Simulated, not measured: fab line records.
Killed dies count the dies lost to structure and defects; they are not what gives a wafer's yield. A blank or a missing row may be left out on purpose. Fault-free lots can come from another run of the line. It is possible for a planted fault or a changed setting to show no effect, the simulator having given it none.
Matching of chambers | flow n5 finfet | N5_BEOL_M13_DESCUM_33 on rie diel-03 has 4 sister chambers
The step chemistry O2, time 7.9 s. 16 wafers are shown with their chamber, then 8 later ones without.

WAFERS, EACH WITH ITS CHAMBER
wafer  | chamber | showerhead plenum p Torr (Torr) | drypump motor current A (A) | oes product au (a.u.)
L079.1 | 1       | 2.14                            | 6.2                         | 0.73
L079.2 | 0       | 2.19                            | 5.7                         | 0.71
L079.3 | 3       | 1.99                            | 5.7                         | 0.71
L080.1 | 0       | 2.19                            | 5.7                         | 0.71
L080.5 | 3       | 1.99                            | 5.8                         | 0.71
L080.6 | 2       | 2.24                            | 6.0                         | 0.95
L083.1 | 3       | 1.99                            | 5.7                         | 0.70
L083.2 | 0       | 2.19                            | 5.7                         | 0.71
L083.5 | 2       | 2.23                            | 6.0                         | 0.93
L086.1 | 2       | 2.23                            | 6.0                         | 0.92
L086.3 | 0       | 2.18                            | 5.7                         | 0.70
L086.5 | 1       | 2.13                            | 6.2                         | 0.72
L088.3 | 2       | 2.23                            | 6.0                         | 0.92
L088.5 | 2       | 2.23                            | 6.0                         | 0.91
L088.6 | 1       | 2.13                            | 6.2                         | 0.72
L091.1 | 3       | 1.98                            | 5.7                         | 0.69

SIGNATURES (means of the wafers above)
reading                  | chamber 0 | chamber 1 | chamber 2 | chamber 3 | scatter within a chamber
showerhead plenum p Torr | 2.1875    | 2.1333    | 2.2320    | 1.9875    | 0.00497
drypump motor current A  | 5.700     | 6.200     | 6.000     | 5.725     | 0.025
oes product au           | 0.7075    | 0.7233    | 0.9260    | 0.7025    | 0.0106
Rule: distance of a wafer from a chamber = root of the sum over the readings of ((wafer's reading minus chamber's mean) / reading's scatter) squared. If the next closest chamber is less than 2 further off than the closest, the wafer can't be placed; otherwise it belongs to the closest. How the scatter is found: for the shown wafers, subtract from each reading the mean of its chamber, square and add these, divide the total by (wafers less chambers), then take the root.

WAFERS WITH NO CHAMBER GIVEN
wafer  | showerhead plenum p Torr (Torr) | drypump motor current A (A) | oes product au (a.u.)
L091.2 | 2.18                            | 5.7                         | 0.70
L091.6 | 2.23                            | 6.0                         | 0.91
L095.1 | 2.18                            | 5.7                         | 0.70
L095.3 | 2.13                            | 6.2                         | 0.72
L095.6 | 2.23                            | 6.0                         | 0.90
L096.2 | 2.12                            | 6.2                         | 0.71
L096.3 | 2.23                            | 6.0                         | 0.88
L096.6 | 1.98                            | 5.8                         | 0.68

EACH ONE'S CHAMBER
wafer  | from the rows above | in truth
L091.2 | 0                   | 0
L091.6 | 2                   | 2
L095.1 | 0                   | 0
L095.3 | 1                   | 1
L095.6 | 2                   | 2
L096.2 | 1                   | 1
L096.3 | 2                   | 2
L096.6 | 3                   | 3
Placed correctly: 8 of 8. Not placeable from these rows: 0. Wrongly placed: 0.
